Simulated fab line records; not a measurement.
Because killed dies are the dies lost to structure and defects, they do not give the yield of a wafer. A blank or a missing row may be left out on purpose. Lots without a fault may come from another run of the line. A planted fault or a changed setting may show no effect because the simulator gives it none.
Matching of chambers    flow nand harc    NHARC_A_CHANNEL_FILL_D2_ALD_16 on ald hk-04 has 4 sister chambers
The step deposits SiO2, target thk 1.5 nm, pulse time 10 s, ald cycles 15. 4 wafers are shown with their chamber, then 8 later ones without.

WAFERS PAIRED WITH THEIR CHAMBERS
wafer   chamber  heater power w (W)
L084.1  0        506
L084.3  2        440
L084.5  1        588
L086.1  3        452

WAFERS MISSING THEIR CHAMBER
wafer   heater power w (W)
L086.3  460
L086.6  450
L092.2  506
L092.3  426
L092.6  427
L096.3  453
L096.4  500
L096.6  610

WHICH CHAMBER EACH WENT THROUGH
wafer   from the rows above      in truth
L086.3  can't be placed: 3 or 2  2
L086.6  can't be placed: 3 or 2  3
L092.2  0                        0
L092.3  can't be placed: 2 or 3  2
L092.6  can't be placed: 2 or 3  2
L096.3  can't be placed: 3 or 2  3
L096.4  0                        0
L096.6  1                        1
Placed correctly: 3 of 8. These rows do not allow placing 5 (true chamber among the candidates in 5). Wrongly placed: 0.
How it was worked out, from the rows above alone: a wafer's distance from a chamber is the root of the sum, over the readings, of the square of ((its reading less the chamber's mean) divided by the reading's scatter). If the next closest chamber is less than 2 further off than the closest, the wafer can't be placed; otherwise it belongs to the closest. A chamber's mean is the mean of its shown wafers. The scatter: root of mean squared gap, hidden wafer to nearest shown wafer, with one shown wafer a chamber.
